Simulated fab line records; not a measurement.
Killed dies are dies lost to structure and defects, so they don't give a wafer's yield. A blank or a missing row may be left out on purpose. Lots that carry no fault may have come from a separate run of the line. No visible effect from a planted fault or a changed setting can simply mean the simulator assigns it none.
Split-lot experiment / flow n5-finfet / 39 wafers read from 7 lots, route of 1938 steps

## ON THE SPLIT
At N5_MOL_CONTACT_COAG_PRECLEAN_111 (cleans in NF3:NH3, afs cycles 1, time 20 s, sublimation time 60 s), the setting time-s was moved away from the recipe's 20 s on 12 of the 39 wafers read, by -52.2% to +52.3%. This setting was run at the recipe's value on the other wafers.

## FROM THE SPLIT TO THE READING: what the file shows between them, 6 steps
- N5_MOL_CONTACT_COAG_TI_SIL_19: material Ti, target thk 4.2 nm, time 15 s
- N5_MOL_CONTACT_COAG_ALD_20: deposits TiN, target thk 1.5 nm, pulse time 1 s, purge time 3 s
- N5_MOL_CONTACT_COAG_WET_ETCH_26: target Co, target depth 13 nm
- N5_MOL_CONTACT_COAG_WET_ETCH_116: etches the open film in SC1-inhibited, target depth 4.6 nm, rinse time 30 s
- N5_MOL_CONTACT_COAG_ALD_27: deposits SiOC, target thk 17 nm, pulse time 1.5 s, time 2720 s
- N5_MOL_CONTACT_COAG_CMP_28: polishes, stops on SiNx, t overpolish 0.85 s, target thk 14.522 nm

## THE READING
Values of MD_CAP_THK in nm from N5_MOL_CONTACT_COAG_THK_MEAS_29. A value of 17.92 nm with a standard deviation of 0.11 nm is what fault-free wafers of this fab line usually give.

wafer=L076.1; tool, chamber at the split=remote-plasma-02, 1; time-s as run, s=20; against the recipe=recipe; MD_CAP_THK, nm=18.05; against lot-mates on the recipe=-
wafer=L076.2; tool, chamber at the split=remote-plasma-02, 1; time-s as run, s=20; against the recipe=recipe; MD_CAP_THK, nm=18.01; against lot-mates on the recipe=-
wafer=L076.3; tool, chamber at the split=remote-plasma-02, 1; time-s as run, s=30.46; against the recipe=+52.3%; MD_CAP_THK, nm=17.58; against lot-mates on the recipe=-0.44
wafer=L076.4; tool, chamber at the split=remote-plasma-02, 1; time-s as run, s=30.46; against the recipe=+52.3%; MD_CAP_THK, nm=17.49; against lot-mates on the recipe=-0.53
wafer=L076.5; tool, chamber at the split=remote-plasma-02, 1; time-s as run, s=20; against the recipe=recipe; MD_CAP_THK, nm=18.01; against lot-mates on the recipe=-
wafer=L076.6; tool, chamber at the split=remote-plasma-02, 1; time-s as run, s=30.46; against the recipe=+52.3%; MD_CAP_THK, nm=17.54; against lot-mates on the recipe=-0.48
wafer=L078.2; tool, chamber at the split=remote-plasma-01, 0; time-s as run, s=20; against the recipe=recipe; MD_CAP_THK, nm=17.88; against lot-mates on the recipe=-
wafer=L078.3; tool, chamber at the split=remote-plasma-01, 0; time-s as run, s=20; against the recipe=recipe; MD_CAP_THK, nm=17.93; against lot-mates on the recipe=-
wafer=L078.4; tool, chamber at the split=remote-plasma-01, 0; time-s as run, s=20; against the recipe=recipe; MD_CAP_THK, nm=17.93; against lot-mates on the recipe=-
wafer=L080.1; tool, chamber at the split=remote-plasma-01, 1; time-s as run, s=9.555; against the recipe=-52.2%; MD_CAP_THK, nm=18.14; against lot-mates on the recipe=+0.19
wafer=L080.2; tool, chamber at the split=remote-plasma-01, 1; time-s as run, s=20; against the recipe=recipe; MD_CAP_THK, nm=17.90; against lot-mates on the recipe=-
wafer=L080.3; tool, chamber at the split=remote-plasma-01, 1; time-s as run, s=20; against the recipe=recipe; MD_CAP_THK, nm=17.97; against lot-mates on the recipe=-
wafer=L080.4; tool, chamber at the split=remote-plasma-01, 1; time-s as run, s=20; against the recipe=recipe; MD_CAP_THK, nm=17.99; against lot-mates on the recipe=-
wafer=L080.5; tool, chamber at the split=remote-plasma-01, 1; time-s as run, s=9.555; against the recipe=-52.2%; MD_CAP_THK, nm=18.27; against lot-mates on the recipe=+0.32
wafer=L080.6; tool, chamber at the split=remote-plasma-01, 1; time-s as run, s=9.555; against the recipe=-52.2%; MD_CAP_THK, nm=18.24; against lot-mates on the recipe=+0.29
wafer=L082.1; tool, chamber at the split=remote-plasma-02, 0; time-s as run, s=20; against the recipe=recipe; MD_CAP_THK, nm=17.99; against lot-mates on the recipe=-
wafer=L082.2; tool, chamber at the split=remote-plasma-02, 0; time-s as run, s=10.81; against the recipe=-46.0%; MD_CAP_THK, nm=18.27; against lot-mates on the recipe=+0.29
wafer=L082.3; tool, chamber at the split=remote-plasma-02, 0; time-s as run, s=10.81; against the recipe=-46.0%; MD_CAP_THK, nm=18.38; against lot-mates on the recipe=+0.40
wafer=L082.4; tool, chamber at the split=remote-plasma-02, 0; time-s as run, s=20; against the recipe=recipe; MD_CAP_THK, nm=18.03; against lot-mates on the recipe=-
wafer=L082.5; tool, chamber at the split=remote-plasma-02, 0; time-s as run, s=10.81; against the recipe=-46.0%; MD_CAP_THK, nm=18.22; against lot-mates on the recipe=+0.24
wafer=L082.6; tool, chamber at the split=remote-plasma-02, 0; time-s as run, s=20; against the recipe=recipe; MD_CAP_THK, nm=17.93; against lot-mates on the recipe=-
wafer=L084.1; tool, chamber at the split=remote-plasma-02, 0; time-s as run, s=20; against the recipe=recipe; MD_CAP_THK, nm=17.83; against lot-mates on the recipe=-
wafer=L084.2; tool, chamber at the split=remote-plasma-02, 0; time-s as run, s=20; against the recipe=recipe; MD_CAP_THK, nm=17.94; against lot-mates on the recipe=-
wafer=L084.3; tool, chamber at the split=remote-plasma-02, 0; time-s as run, s=20; against the recipe=recipe; MD_CAP_THK, nm=17.92; against lot-mates on the recipe=-
wafer=L084.4; tool, chamber at the split=remote-plasma-02, 0; time-s as run, s=20; against the recipe=recipe; MD_CAP_THK, nm=17.86; against lot-mates on the recipe=-
wafer=L084.5; tool, chamber at the split=remote-plasma-02, 0; time-s as run, s=20; against the recipe=recipe; MD_CAP_THK, nm=17.96; against lot-mates on the recipe=-
wafer=L084.6; tool, chamber at the split=remote-plasma-02, 0; time-s as run, s=20; against the recipe=recipe; MD_CAP_THK, nm=17.98; against lot-mates on the recipe=-
wafer=L092.1; tool, chamber at the split=remote-plasma-02, 1; time-s as run, s=20; against the recipe=recipe; MD_CAP_THK, nm=18.02; against lot-mates on the recipe=-
wafer=L092.2; tool, chamber at the split=remote-plasma-02, 1; time-s as run, s=20; against the recipe=recipe; MD_CAP_THK, nm=17.99; against lot-mates on the recipe=-
wafer=L092.3; tool, chamber at the split=remote-plasma-02, 1; time-s as run, s=20; against the recipe=recipe; MD_CAP_THK, nm=17.90; against lot-mates on the recipe=-
wafer=L092.4; tool, chamber at the split=remote-plasma-02, 1; time-s as run, s=20; against the recipe=recipe; MD_CAP_THK, nm=17.81; against lot-mates on the recipe=-
wafer=L092.5; tool, chamber at the split=remote-plasma-02, 1; time-s as run, s=20; against the recipe=recipe; MD_CAP_THK, nm=17.90; against lot-mates on the recipe=-
wafer=L092.6; tool, chamber at the split=remote-plasma-02, 1; time-s as run, s=20; against the recipe=recipe; MD_CAP_THK, nm=18.04; against lot-mates on the recipe=-
wafer=L094.1; tool, chamber at the split=remote-plasma-01, 1; time-s as run, s=29.99; against the recipe=+49.9%; MD_CAP_THK, nm=17.66; against lot-mates on the recipe=-0.25
wafer=L094.2; tool, chamber at the split=remote-plasma-01, 1; time-s as run, s=29.99; against the recipe=+49.9%; MD_CAP_THK, nm=17.62; against lot-mates on the recipe=-0.29
wafer=L094.3; tool, chamber at the split=remote-plasma-01, 1; time-s as run, s=29.99; against the recipe=+49.9%; MD_CAP_THK, nm=17.60; against lot-mates on the recipe=-0.31
wafer=L094.4; tool, chamber at the split=remote-plasma-01, 1; time-s as run, s=20; against the recipe=recipe; MD_CAP_THK, nm=17.85; against lot-mates on the recipe=-
wafer=L094.5; tool, chamber at the split=remote-plasma-01, 1; time-s as run, s=20; against the recipe=recipe; MD_CAP_THK, nm=17.94; against lot-mates on the recipe=-
wafer=L094.6; tool, chamber at the split=remote-plasma-01, 1; time-s as run, s=20; against the recipe=recipe; MD_CAP_THK, nm=17.94; against lot-mates on the recipe=-

FIT RESULTS
A straight line over all 39 wafers: MD_CAP_THK changes by -0.00668 nm for each +1% of time-s; r = -0.94; the points scatter about the line by 0.068 nm.
The same after taking each lot's own level away (the mean of its wafers on the recipe; 39 wafers): -0.00669 nm for each +1%; r = -0.94; scatter 0.07 nm.
That fit puts the effect of the largest move of time-s on the reading at 0.35 nm.
Across the lots, their own levels run from 17.910 to 18.023 nm, a range of 1.0 times the standard deviation given above.
So the lot-to-lot level changes the slope little: the two slopes agree.
Check: -0.353 nm against its lot-mates is what the line predicts for one of the wafers moved furthest among these (+52.3%) when that wafer is left out of the fit. It came out at -0.443 nm against them.

## THESE WAFERS: OTHER SPLITS
Other splits were also applied to these wafers ahead of the reading. Each is held against what the fit with the lots' levels taken away leaves over:
other split on the same wafers=N5_ZERO_LAYER_DEVELOP_10 develop-time-s; wafers away from the commonest value=15; r with MD_CAP_THK (lot level and that fit taken away)=-0.09

## THE WHOLE CHAIN: every reading that the file lists as answering this split, in the file's order
step=N5_MOL_CONTACT_COAG_PRECLEAN_111; what it does=cleans in NF3:NH3, afs cycles 1, time 20 s, sublimation time 60 s; reading=SiNx_of_SPACER0_ALD_07.thk-nm (the simulator's own value, which no gauge read); change (the file's fit)=-0.00709 nm for each +1% of the setting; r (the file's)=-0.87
step=N5_MOL_CONTACT_COAG_PRECLEAN_111; what it does=cleans in NF3:NH3, afs cycles 1, time 20 s, sublimation time 60 s; reading=SiNx_of_GATE_CUT_SAC_CAP_01.thk-nm (the simulator's own value, which no gauge read); change (the file's fit)=-0.00763 nm for each +1% of the setting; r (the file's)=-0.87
step=N5_MOL_CONTACT_COAG_WET_ETCH_26; what it does=target Co, target depth 13 nm; reading=SiNx_of_GATE_CUT_SAC_CAP_01.thk-nm (the simulator's own value, which no gauge read); change (the file's fit)=-0.00734 nm for each +1% of the setting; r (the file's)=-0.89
step=N5_MOL_CONTACT_COAG_THK_MEAS_29; what it does=; reading=MD_CAP_THK; change (the file's fit)=-0.00671 for each +1% of the setting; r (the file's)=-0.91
step=N5_MOL_CONTACT_COAG_ETCH_47; what it does=etches SiNx in CH3F/O2, stops on W, target depth 27 nm; reading=etch.depth-nm (the simulator's own value, which no gauge read); change (the file's fit)=-0.00663 nm for each +1% of the setting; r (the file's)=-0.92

## THE FILE'S OWN FIT
MD_CAP_THK changes by -0.00671 nm for each +1% of time-s, r = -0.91.
